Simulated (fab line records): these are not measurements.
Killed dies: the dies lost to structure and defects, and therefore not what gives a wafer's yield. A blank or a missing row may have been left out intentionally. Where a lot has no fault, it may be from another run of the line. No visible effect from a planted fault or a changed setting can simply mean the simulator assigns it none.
fab line records	flow nand-harc
record: lots: 5	wafers: 15	last-day: 34
route steps=1302 shown P_GATE@126 END@1302
lots that met no fault: taken from a fault-free run of the same line
start-h: hours from the record's opening day to when the first of the lot's shown wafers began	wait-h: how many hours have passed since the lot's step before this one	" unchanged from the row above	L1.1+2: a row that stands for several wafers	- either no value or no given start	* or withheld: withheld	< > ~ a bound
route shown NAME@n: a module of which the file shows steps, and the number in the route of the first	usual: mean/standard deviation taken from wafers without a fault	same: alike in all rows	chamber/n: place in a boat	sites: per-site readings	_std_site: the values' standard deviation	_edge_site: the outer-site mean with the inner-site mean subtracted	radius-mm: how far each site lies from the wafer's centre	mask NAME#n: copy n	behind: the tool/chamber that last shaped the wafer	hold: why the lot went on hold/how many hours it stayed there/how the hold came to an end	device: names the non-switching transistor (n, p or np)	end of line: tests run on the same wafers once the route is complete	a step without rows: its recipe alone	killed: dies lost to structure and defects at the first sort, not the wafer's yield	map: dies across one wafer; x = killed, . = not, _ = none there
set.NAME: setting as actually run; set.NAME@STEP: the setting as run at that earlier step	model.NAME: the simulator's own value behind a step, which no gauge read
lots at some steps of the route; a table a step, a row a wafer
services: from which hour (start-h, from the record's first day; less than 0 if before it) a tool's chamber was out of use, for how many hours, and why
== steps ==
step: NHARC_P_GATE_STRIP_15
recipe: time-s: 780	temp-c: 130	chemistry: SPM
step: NHARC_P_GATE_PRECLEAN_71
recipe: time-s: *	temp-c: 50	bath-age-min: 0	chemistry: SC1
step: NHARC_P_GATE_SRD_72
step: NHARC_P_GATE_OXIDE_16
recipe: target-thk-a: 30	temp-c: 875	ox-time-s: 392	material: SiO2
step: NHARC_P_GATE_CVD_17
recipe: target-thk-a: 1500	temp-c: 620	time-s: 900	material: poly-Si
step: NHARC_P_GATE_HM_DEP_102
recipe: target-thk-a: 1200	temp-c: 400	material: aC
usual: throttle-valve-pct: 35.001/0.009
lot.wafer	tool	chamber	start-h	wait-h	throttle-valve-pct
L156.3	acl-dep-01	0	103.98	0.9	34.998
L156.4	"	0	"	"	35.001
L156.5	"	0	"	"	34.995
L159.3	acl-dep-01	0	129.04	0.6	34.999
L159.4	"	0	"	"	34.996
L159.5	"	0	"	"	35.000
L168.1	acl-dep-03	0	242.55	0.5	35.009
L168.3	"	0	"	"	34.984
L168.4	"	0	"	"	35.001
L169.1	acl-dep-03	0	243.83	1.8	35.001
L169.4	"	0	"	"	34.993
L169.6	"	0	"	"	35.006
L178.1	acl-dep-03	0	328.32	3.1	34.999
L178.2	"	0	"	"	35.011
L178.5	"	0	"	"	35.004
step: NHARC_P_GATE_DEP_103
recipe: target-thk-a: 300	target-thk-nm: 30	temp-c: 400	flow-sccm: 200	rf-w: 350	material: SiON
usual: heater-power-w: 802/74
lot.wafer	tool	chamber	start-h	wait-h	heater-power-w
L156.3	pecvd-03	1	104.45	0.4	722
L156.5	"	0	"	"	852
L156.4	"	2	"	"	853
L159.3	pecvd-03	1	129.49	0.3	708
L159.5	"	1	"	"	694
L159.4	"	2	"	"	751
L168.3	pecvd-02	0	243.24	0.4	805
L168.1	"	1	"	"	821
L168.4	"	2	"	"	835
L169.1	pecvd-02	0	244.52	0.6	864
L169.4	"	2	"	"	878
L169.6	"	1	"	"	708
L178.1	pecvd-03	0	329.01	0.6	757
L178.2	"	1	"	"	752
L178.5	"	2	"	"	818
step: NHARC_P_GATE_DEHYDRATE_18
recipe: temp-c: 150	time-s: 120
step: NHARC_P_GATE_HMDS_19
recipe: time-s: 30
step: NHARC_P_GATE_COAT_20
recipe: spin-rpm: 1500	resist-thk-nm: 90
step: NHARC_P_GATE_SOFTBAKE_21
recipe: temp-c: 105	time-s: 55
step: NHARC_P_GATE_EBR_22
step: NHARC_P_GATE_EXPOSE_23
recipe: na: 1.35	target-cd-nm: 120	dose-mj: 93.91	mask-id: P_GATE
usual: stage-vel-mm-s: 500.04/0.26
same: na: 1.35
lot.wafer	tool	chamber	start-h	wait-h	mask	stage-vel-mm-s
L156.3	arfi-scanner-01	0	104.97	-	P_GATE#0	499.62
L156.4	"	0	"	"	P_GATE#0	499.75
L156.5	"	0	"	"	P_GATE#0	499.96
L159.3	arfi-scanner-02	0	130.18	-	P_GATE#0	499.54
L159.4	"	0	"	"	P_GATE#0	499.86
L159.5	"	0	"	"	P_GATE#0	499.47
L168.1	arfi-scanner-01	0	243.75	-	P_GATE#0	500.00
L168.3	"	0	"	"	P_GATE#0	500.02
L168.4	"	0	"	"	P_GATE#0	500.20
L169.1	arfi-scanner-02	0	245.03	-	P_GATE_R1#0	500.35
L169.4	"	0	"	"	P_GATE_R1#0	500.25
L169.6	"	0	"	"	P_GATE_R1#0	499.91
L178.1	arfi-scanner-01	0	329.52	-	P_GATE#0	500.18
L178.2	"	0	"	"	P_GATE#0	500.56
L178.5	"	0	"	"	P_GATE#0	500.04
step: NHARC_P_GATE_PEB_24
recipe: peb-temp-c: 100	peb-time-s: 65
step: NHARC_P_GATE_DEVELOP_25
recipe: develop-time-s: 35	dev-temp-c: 23
step: NHARC_P_GATE_CD_MEAS_26
recipe: target-cd-nm: 120	landing-energy-ev: 500
usual: cd-nm: 119.8/0.61
lot.wafer	tool	chamber	start-h	wait-h	hold	cd-nm
L156.3	cd-sem-03	0	105.11	-	-	118.6
L156.4	"	0	"	"	-	119.6
L156.5	"	0	"	"	-	119.5
L159.3	cd-sem-01	0	130.32	-	-	119.2
L159.4	"	0	"	"	-	119.1
L159.5	"	0	"	"	-	118.6
L168.1	cd-sem-01	0	243.89	-	-	119.8
L168.3	"	0	"	"	-	119.1
L168.4	"	0	"	"	-	119.6
L169.1	cd-sem-02	0	245.17	-	await-dispo/0.2h/release	100.1
L169.4	"	0	"	"	await-dispo/0.2h/release	99.2
L169.6	"	0	"	"	await-dispo/0.2h/release	99.0
L169.1	cd-sem-02	0	-	-	-	100.1
L169.4	"	0	"	"	-	99.2
L169.6	"	0	"	"	-	99.2
L178.1	cd-sem-01	0	329.66	-	-	118.9
L178.2	"	0	"	"	-	120.4
L178.5	"	0	"	"	-	120.0
step: NHARC_P_GATE_OVL_MEAS_27
usual: overlay-x-nm: 0.0/0.92	overlay-y-nm: -0.2/0.71
lot.wafer	tool	chamber	start-h	wait-h	hold	overlay-x-nm	overlay-y-nm
L156.3	overlay-01	-	105.19	-	-	0.7	0.1
L156.4	"	-	"	"	-	0.6	-0.2
L156.5	"	-	"	"	-	0.9	0.5
L159.3	overlay-02	-	130.40	-	-	-1.0	-1.1
L159.4	"	-	"	"	-	-1.0	-0.3
L159.5	"	-	"	"	-	-1.1	-1.0
L168.1	overlay-02	-	243.97	-	-	-0.9	0.0
L168.3	"	-	"	"	-	-0.2	-0.4
L168.4	"	-	"	"	-	-0.8	-0.3
L169.1	overlay-02	-	249.17	-	await-dispo/3.7h/release	-0.5	-0.2
L169.4	"	-	"	"	await-dispo/3.7h/release	-0.5	0.6
L169.6	"	-	"	"	await-dispo/3.7h/release	-0.5	-0.2
L178.1	overlay-01	-	329.74	-	-	0.1	-0.8
L178.2	"	-	"	"	-	0.2	-0.1
L178.5	"	-	"	"	-	0.9	-0.3
step: NHARC_P_GATE_INSPECT_28
usual: raw-defect-count: 6.7/3
lot.wafer	tool	chamber	start-h	wait-h	raw-defect-count
L156.3	defect-inspect-01	-	105.23	0.0	5
L156.4	"	-	"	"	7
L156.5	"	-	"	"	8
L159.3	defect-inspect-02	-	130.44	0.0	11
L159.4	"	-	"	"	11
L159.5	"	-	"	"	12
L168.1	defect-inspect-02	-	244.01	0.0	7
L168.3	"	-	"	"	6
L168.4	"	-	"	"	6
L169.1	defect-inspect-02	-	249.21	0.0	5
L169.4	"	-	"	"	3
L169.6	"	-	"	"	4
L178.1	defect-inspect-02	-	329.78	0.0	4
L178.2	"	-	"	"	4
L178.5	"	-	"	"	4
step: NHARC_P_GATE_DESCUM_31
recipe: time-s: 3	o2-flow-sccm: 200	ar-flow-sccm: 0	bias-power-w: 0	chemistry: O2
usual: drypump-motor-current-A: 5.6/0.38	oes-product-au: 1.001/0.011	rf-vpp-V: 58.2/0.87	showerhead-plenum-p-Torr: 1.99/0.074	throttle-valve-pct: 11.312/0.0099
lot.wafer	tool	chamber	start-h	wait-h	drypump-motor-current-A	oes-product-au	rf-hours-counter-h	rf-vpp-V	showerhead-plenum-p-Torr	throttle-valve-pct	model.P_GATE.cd-nm
L156.4	rie-diel-06	3	105.29	0.1	5.6	0.992	6.3	59.5	2.05	11.300	119.8
L156.3	"	1	"	"	6.1	1.007	6.5	58.8	2.04	11.306	119.7
L156.5	"	0	"	"	5.0	1.011	-	58.1	1.98	11.306	119.1
L159.4	rie-diel-03	3	130.52	0.1	5.7	0.992	0.1	59.0	2.06	11.314	119.1
L159.3	"	0	"	"	6.4	1.003	0.1	59.5	1.84	11.312	119.9
L159.5	"	1	"	"	5.4	1.024	-	58.9	1.96	11.293	118.7
L168.3	rie-diel-06	1	244.07	0.1	6.0	0.990	5.8	58.2	2.04	11.313	119.9
L168.1	"	2	"	"	5.4	0.987	5.8	59.3	2.01	11.318	119.7
L168.4	"	0	"	"	5.0	1.004	5.6	56.3	1.98	11.326	118.7
L169.1	rie-diel-06	2	249.29	0.1	5.4	0.992	6.0	58.4	2.01	11.309	100.1
L169.4	"	3	"	"	5.7	0.992	6.2	59.4	2.05	11.315	99.65
L169.6	"	3	"	"	5.7	1.002	-	58.5	2.05	11.319	99.93
L178.1	rie-diel-03	0	329.85	0.1	6.4	1.007	2.5	57.7	1.84	11.303	119.5
L178.2	"	1	"	"	5.4	1.006	2.1	57.5	1.95	11.303	120
L178.5	"	0	"	"	6.4	1.003	-	58.1	1.84	11.323	120.2
step: NHARC_P_GATE_ETCH_104
recipe: target-depth-a: 600	time-s: withheld	cf4-flow-sccm: 100	chf3-flow-sccm: 30	ar-flow-sccm: 0	rf-w: 500	bias-w: 200	chemistry: CF4/CHF3
usual: cf4-flow-sccm: 100.0/0.3	drypump-motor-current-A: 5.6/0.35	oes-product-au: 0.949/0.024	rf-vpp-V: 372.3/2	showerhead-plenum-p-Torr: 1.63/0.059	throttle-valve-pct: 16.801/0.0085
lot.wafer	tool	chamber	start-h	wait-h	cf4-flow-sccm	drypump-motor-current-A	oes-product-au	rf-vpp-V	showerhead-plenum-p-Torr	throttle-valve-pct
L156.4	rie-diel-06	3	105.37	0.1	100.0	5.6	0.955	371.4	1.68	16.799
L156.3	"	1	"	"	100.0	6.0	0.992	373.3	1.67	16.792
L156.5	"	0	"	"	99.3	5.1	0.977	373.8	1.63	16.800
L159.4	rie-diel-03	2	130.59	0.1	100.3	5.4	0.906	370.0	1.54	16.788
L159.3	"	0	"	"	99.9	6.4	0.931	368.9	1.52	16.812
L159.5	"	3	"	"	100.4	5.7	0.911	374.7	1.69	16.805
L168.4	rie-diel-06	3	244.16	0.1	99.8	5.6	0.934	373.9	1.68	16.796
L168.3	"	0	"	"	100.0	5.0	0.935	372.7	1.63	16.803
L168.1	"	1	"	"	100.6	6.1	0.922	373.5	1.67	16.809
L169.4	rie-diel-06	0	249.38	0.1	100.5	5.0	0.988	372.5	1.63	16.813
L169.1	"	1	"	"	100.4	6.0	0.983	373.3	1.67	16.801
L169.6	"	0	"	"	100.0	5.0	0.981	373.6	1.63	16.816
L178.2	rie-diel-03	1	329.93	0.1	100.0	5.4	0.928	372.2	1.60	16.795
L178.1	"	2	"	"	100.3	5.4	0.915	369.7	1.54	16.801
L178.5	"	1	"	"	100.2	5.4	0.928	371.9	1.60	16.800
step: NHARC_P_GATE_HM_OPEN_105
recipe: target-depth-a: 3600	o2-flow-sccm: 400	cos-flow-sccm: 20	ar-flow-sccm: 0	rf-w: 500	bias-w: 300	chemistry: O2/COS
usual: drypump-motor-current-A: 5.6/0.36	oes-product-au: 0.999/0.01	rf-vpp-V: 469.4/2.7	showerhead-plenum-p-Torr: 3.22/0.12	throttle-valve-pct: 28.330/0.0094
lot.wafer	tool	chamber	start-h	wait-h	drypump-motor-current-A	oes-product-au	rf-hours-counter-h	rf-vpp-V	showerhead-plenum-p-Torr	throttle-valve-pct
L156.3	rie-diel-06	0	-	-	5.1	1.002	7.2	470.1	3.23	28.320
L156.4	"	2	"	"	5.4	0.979	5.5	471.3	3.28	28.339
L156.5	"	1	"	"	6.1	1.007	-	472.9	3.32	28.328
L159.3	rie-diel-03	2	-	-	5.5	0.982	0.2	466.2	3.06	28.328
L159.4	"	0	"	"	6.4	1.012	0.1	465.0	3.01	28.337
L159.5	"	1	"	"	5.4	1.005	-	468.3	3.19	28.319
L168.1	rie-diel-06	1	-	-	6.0	1.001	5.8	471.8	3.31	28.334
L168.3	"	2	"	"	5.5	0.979	5.9	471.0	3.27	28.326
L168.4	"	3	"	"	5.7	0.999	6.1	472.7	3.32	28.349
L169.4	rie-diel-06	0	-	-	5.1	1.004	5.8	470.2	3.23	28.332
L169.1	"	2	"	"	5.4	0.995	6.0	470.8	3.27	28.329
L169.6	"	0	"	"	5.0	1.006	-	469.1	3.23	28.330
L178.1	rie-diel-03	1	-	-	5.4	0.999	2.2	467.3	3.18	28.319
L178.2	"	2	"	"	5.4	0.988	1.8	465.8	3.05	28.329
L178.5	"	1	"	"	5.4	0.996	-	468.0	3.18	28.344
step: NHARC_P_GATE_STRIP_106
recipe: o2-flow-sccm: 400	cos-flow-sccm: 20	ar-flow-sccm: 0	bias-w: 0	chemistry: O2/COS
step: NHARC_P_GATE_ETCH_114
recipe: target-depth-a: 300	overetch-a: 30	time-s: 16.5	ion-energy-ev: 100	cf4-flow-sccm: 80	o2-flow-sccm: 20	ar-flow-sccm: 0	rf-w: 300	bias-w: 100	chemistry: CF4/O2
step: NHARC_P_GATE_ETCH_32
recipe: target-depth-a: 1500	over-etch-frac: 1	over-etch-ion-energy-ev: 40	time-s: 100.1	hbr-flow-sccm: 150	cl2-flow-sccm: 50	rf-w: 400	icp-w: 400	bias-w: 100	chemistry: HBr/Cl2
usual: drypump-motor-current-A: 5.7/0.38	oes-product-au: 0.998/0.013	throttle-valve-pct: 26.406/0.0092
lot.wafer	tool	chamber	start-h	wait-h	drypump-motor-current-A	oes-product-au	rf-hours-counter-h	throttle-valve-pct	model.P_GATE.cd-nm
L156.4	rie-si-04	1	105.78	-	5.5	0.990	0.8	26.406	117.5
L156.3	"	2	"	"	6.2	1.018	0.6	26.386	122.2
L156.5	"	0	"	"	5.2	0.984	-	26.397	119.3
L159.3	rie-si-02	3	131.00	-	6.2	0.990	0.2	26.406	121.5
L159.4	"	1	"	"	5.3	1.017	0.1	26.407	117.6
L159.5	"	3	"	"	6.1	0.989	-	26.412	118.1
L168.3	rie-si-04	3	244.54	-	5.4	1.006	0.3	26.405	113.3
L168.1	"	1	"	"	5.5	0.994	0.4	26.402	119.5
L168.4	"	2	"	"	6.2	0.999	0.4	26.388	121.7
L169.4	rie-si-06	1	258.00	-	6.4	0.998	1.0	26.402	103.5
L169.1	"	3	"	"	5.9	0.974	1.0	26.411	95.6
L169.6	"	2	"	"	5.5	0.997	-	26.410	105.1
L178.2	rie-si-04	2	330.30	-	6.2	1.017	1.0	26.405	126.3
L178.1	"	0	"	"	5.2	0.983	1.0	26.404	116.9
L178.5	"	3	"	"	5.4	1.007	-	26.409	119.6
step: NHARC_P_GATE_STRIP_108
recipe: o2-flow-sccm: 500	ar-flow-sccm: 0	bias-w: 0	chemistry: O2
usual: drypump-motor-current-A: 5.6/0.38	oes-product-au: 0.999/0.011	rf-vpp-V: 57.9/0.96	showerhead-plenum-p-Torr: 3.62/0.15	throttle-valve-pct: 17.035/0.0085
lot.wafer	tool	chamber	start-h	wait-h	drypump-motor-current-A	oes-product-au	rf-hours-counter-h	rf-vpp-V	showerhead-plenum-p-Torr	throttle-valve-pct
L156.4	rie-diel-06	0	105.91	-	5.1	1.019	7	57.5	3.65	17.026
L156.3	"	1	"	"	6.1	1.001	7	56.8	3.74	17.036
L156.5	"	1	"	"	6.1	1.020	-	57.7	3.74	17.027
L159.4	rie-diel-03	2	131.18	-	5.5	0.984	0	58.7	3.46	17.044
L159.3	"	0	"	"	6.4	0.992	0	57.0	3.40	17.035
L159.5	"	2	"	"	5.5	0.979	-	58.1	3.46	17.026
L168.4	rie-diel-03	2	244.71	-	5.4	0.992	4	58.4	3.45	17.032
L168.3	"	3	"	"	5.7	0.989	4	58.1	3.78	17.034
L168.1	"	0	"	"	6.4	1.007	4	57.7	3.40	17.028
L169.1	rie-diel-11	2	264.54	-	5.1	1.003	9	59.7	3.77	17.027
L169.4	"	3	"	"	5.5	1.003	-	56.3	3.42	17.025
L169.6	"	1	"	"	5.9	1.006	-	58.6	3.72	17.022
L178.2	rie-diel-06	3	330.48	-	5.6	1.009	1	57.7	3.75	17.034
L178.1	"	1	"	"	6.0	0.994	1	56.6	3.74	17.040
L178.5	"	3	"	"	5.6	1.006	-	57.2	3.75	17.041
step: NHARC_P_GATE_CD_MEAS_33
usual: cd-nm: 120.4/2.6
lot.wafer	tool	chamber	start-h	wait-h	hold	cd-nm
L156.3	cd-sem-02	-	106.09	-	-	122.3
L156.4	"	-	"	"	-	118.1
L156.5	"	-	"	"	-	119.2
L159.3	cd-sem-01	-	131.34	-	-	121.5
L159.4	"	-	"	"	-	116.9
L159.5	"	-	"	"	-	118.3
L168.1	cd-sem-01	-	244.87	-	-	119.5
L168.3	"	-	"	"	-	113.7
L168.4	"	-	"	"	-	121.9
L169.1	cd-sem-02	-	264.71	0.1	await-dispo/0.2h/release	96.3
L169.4	"	-	"	"	await-dispo/0.2h/release	103.5
L169.6	"	-	"	"	await-dispo/0.2h/release	104.9
L169.1	cd-sem-02	-	264.92	0.2	-	96.1
L169.4	"	-	"	"	-	103.8
L169.6	"	-	"	"	-	105.1
L178.1	cd-sem-02	-	330.64	-	-	116.9
L178.2	"	-	"	"	-	126.1
L178.5	"	-	"	"	-	120.3
step: NHARC_END_SORT_01
recipe: temp-c: 25
usual: defect-limited-yield: 92.0/2.8	killed-at-array: 49/19	killed-at-other: 0.9/1.1	killed-at-periphery: 4.0/2.7	killed-dies: 54/19	killed-open: 3.3/1.8	killed-short: 2.6/1.6	sort_bin_2_pct: 2.9/1.2	sort_bin_3_pct: 0.5/0.36	sort_bin_4_pct: 4.6/1.5	sort-n-pass: 623/19	sort-rim-yield-pct: 91/4.7	sort-yield-pct: 92.0/2.8
same: gross-dies: 677	sort_bin_5_pct[%]: 0	sort_bin_6_pct[%]: 0	sort_bin_7_pct[%]: 0	sort_bin_8_pct[%]: 0	sort-rim-n-gross: 106.00
lot.wafer	tool	chamber	start-h	wait-h	defect-limited-yield[%]	killed-at-array	killed-at-other	killed-at-periphery	killed-dies	killed-open	killed-short	sort_bin_2_pct[%]	sort_bin_3_pct[%]	sort_bin_4_pct[%]	sort-n-pass	sort-rim-yield-pct[%]	sort-yield-pct[%]
L156.3	prober-02	0	568.98	3.1	90.1	61	1	5	67	2	1	4.9	0.1	4.9	610	91	90.1
L156.4	prober-02	0	569.78	3.4	88.0	74	0	7	81	2	2	5.2	0.4	6.4	596	82	88.0
L156.5	prober-02	0	570.58	3.7	86.4	83	0	9	92	1	1	4.7	1.2	7.7	585	84	86.4
L168.1	prober-02	0	714.74	2.5	90.7	60	1	2	63	3	4	4.6	0.4	4.3	614	80	90.7
L168.3	prober-02	0	716.35	3.1	91.1	56	2	2	60	3	2	4.1	0.4	4.3	617	87	91.1
L168.4	prober-02	0	717.16	3.4	89.1	72	2	0	74	0	4	4.9	0.9	5.2	603	92	89.1
L178.1	prober-01	0	804.21	2.5	93.5	39	2	3	44	7	1	2.2	0.6	3.7	633	91	93.5
L178.2	prober-01	0	805.02	2.8	91.0	57	3	1	61	3	3	3.2	0.3	5.5	616	97	91.0
L178.5	prober-01	0	807.44	3.7	94.5	33	2	2	37	3	4	2.4	0.3	2.8	640	92	94.5
killed by level:class
L156.3 A_SLIT:chamber-film-flake=25 A_CHANNEL_HOLE_D2:chamber-film-flake=14 A_CHANNEL_HOLE_D1:chamber-film-flake=9 A_CONTACT:chamber-film-flake=5 P_GATE:chamber-film-flake=2 A_STAIRCASE:chamber-film-flake=2 A_WL_FILL:chamber-film-flake=2 A_ONON_D1:geometric-particle:open=1
L156.4 A_CHANNEL_HOLE_D2:chamber-film-flake=25 A_CHANNEL_HOLE_D1:chamber-film-flake=21 A_SLIT:chamber-film-flake=16 A_ZERO_WELL:chamber-film-flake=5 A_CONTACT:chamber-film-flake=3 P_ZERO_WELL:chamber-film-flake=2 P_CONTACT:chamber-film-flake=2 P_CONTACT:geometric-particle:short=1
L156.5 A_CHANNEL_HOLE_D1:chamber-film-flake=33 A_CHANNEL_HOLE_D2:chamber-film-flake=26 A_SLIT:chamber-film-flake=15 P_CONTACT:chamber-film-flake=7 A_STAIRCASE:chamber-film-flake=3 A_WL_FILL:chamber-film-flake=2 A_SOURCE_PLATE:geometric-particle:open=1 A_CHANNEL_FILL_D2:geometric-particle:short=1
L168.1 A_CHANNEL_HOLE_D1:chamber-film-flake=19 A_SLIT:chamber-film-flake=17 A_CHANNEL_HOLE_D2:chamber-film-flake=12 A_CHANNEL_FILL_D1:geometric-particle:open=1 A_CHANNEL_FILL_D1:geometric-particle:short=1 A_CHANNEL_FILL_D2:geometric-particle:open=1 A_CHANNEL_FILL_D2:geometric-particle:short=1 A_WL_FILL:geometric-particle:short=1
L168.3 A_CHANNEL_HOLE_D1:chamber-film-flake=28 A_SLIT:chamber-film-flake=15 A_CHANNEL_HOLE_D2:chamber-film-flake=5 A_BLC:geometric-particle:open=2 THIN_TSV:chamber-film-flake=2 P_M0:geometric-particle:open=1 A_CHANNEL_HOLE_D1:geometric-particle:short=1 A_CHANNEL_FILL_D2:geometric-particle:short=1
L168.4 A_SLIT:chamber-film-flake=31 A_CHANNEL_HOLE_D1:chamber-film-flake=19 A_CHANNEL_HOLE_D2:chamber-film-flake=16 A_ONON_D1:geometric-particle:short=2 THIN_TSV:chamber-film-flake=2 A_SOURCE_PLATE:geometric-particle:short=1 A_SGD_CUT:geometric-particle:short=1 A_STAIRCASE:chamber-film-flake=1
L178.1 A_SLIT:chamber-film-flake=22 A_CONTACT:chamber-film-flake=8 A_ONON_D1:geometric-particle:open=2 A_CHANNEL_FILL_D1:geometric-particle:open=2 A_M0:geometric-particle:open=2 A_CHANNEL_HOLE_D2:chamber-film-flake=2 THIN_TSV:chamber-film-flake=2 P_GATE:geometric-particle:short=1
L178.2 A_SLIT:chamber-film-flake=38 A_CONTACT:chamber-film-flake=7 A_WL_FILL:chamber-film-flake=3 THIN_TSV:chamber-film-flake=3 A_ONON_D1:geometric-particle:open=2 A_CHANNEL_HOLE_D1:geometric-particle:short=1 A_CHANNEL_FILL_D1:geometric-particle:open=1 A_DECK1_JOINT:geometric-particle:short=1
L178.5 A_SLIT:chamber-film-flake=16 A_CONTACT:chamber-film-flake=8 A_CHANNEL_HOLE_D2:chamber-film-flake=2 THIN_TSV:chamber-film-flake=2 P_M1:geometric-particle:open=1 A_ONON_D1:geometric-particle:open=1 A_CHANNEL_FILL_D1:geometric-particle:open=1 A_CHANNEL_FILL_D1:geometric-particle:short=1
== services ==
tool	chamber	start-h	hours	kind
arfi-scanner-01	-	80.00	4.0	pm
acl-dep-03	-	90.75	1.1	repair
acl-dep-03	-	93.33	1.7	repair
rie-diel-03	-	104.31	9.0	pm
acl-dep-03	-	116.83	13.0	pm
rie-diel-06	-	130.20	9.0	pm
rie-si-04	2	131.25	2.3	repair
arfi-scanner-01	-	148.77	0.9	repair
rie-diel-03	1	155.32	20.9	repair
rie-si-04	-	165.65	9.0	pm
pecvd-03	0	169.78	5.7	repair
rie-diel-06	0	172.58	21.5	repair
pecvd-03	-	185.75	13.0	pm
rie-diel-06	-	207.70	0.2	repair
rie-diel-03	2	219.51	15.7	repair
rie-diel-03	-	219.99	0.7	repair
arfi-scanner-01	-	252.00	4.0	pm
pecvd-03	1	254.97	6.6	repair
rie-si-04	0	265.32	9.1	repair
rie-diel-06	0	268.43	4.0	repair
rie-diel-03	-	281.31	9.0	pm
rie-si-04	-	284.36	0.4	repair
acl-dep-03	-	297.83	13.0	pm
rie-diel-06	-	307.20	9.0	pm
== key ==
first-sign: step: NHARC_P_GATE_EXPOSE_23	reading: mask	direction: changed
effect: step: NHARC_P_GATE_CD_MEAS_26	reading: visit	direction: added
effect: step: NHARC_P_GATE_CD_MEAS_26	reading: cd-nm	direction: down	sigmas: 33	usual: 119.8	struck: 99.4
effect: step: NHARC_P_GATE_CD_MEAS_33	reading: visit	direction: added
effect: step: NHARC_P_GATE_CD_MEAS_33	reading: cd-nm	direction: down	sigmas: 7.2	usual: 120.4	struck: 101.6
model-effect: step: NHARC_P_GATE_DESCUM_31	value: P_GATE.cd-nm	without: 120.7	struck: 99.88
model-effect: step: NHARC_P_GATE_ETCH_32	value: P_GATE.cd-nm	without: 122.3	struck: 101.4
met-at NHARC_P_GATE_EXPOSE_23
struck-wafers L169.1,L169.4,L169.6
rows-end L169.1,L169.4,L169.6
onset-between 130.18 245.03
fault: kind: wrong-mask	tool: any	chamber: -	onset-h: 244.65	steps: NHARC_P_GATE_EXPOSE_23	aux-copy: P_GATE_R1#0	cd-offset-nm: -20.833	scope: struck-lots-only
rows-end: these wafers met a further fault down the route, and their rows from its step on are left out
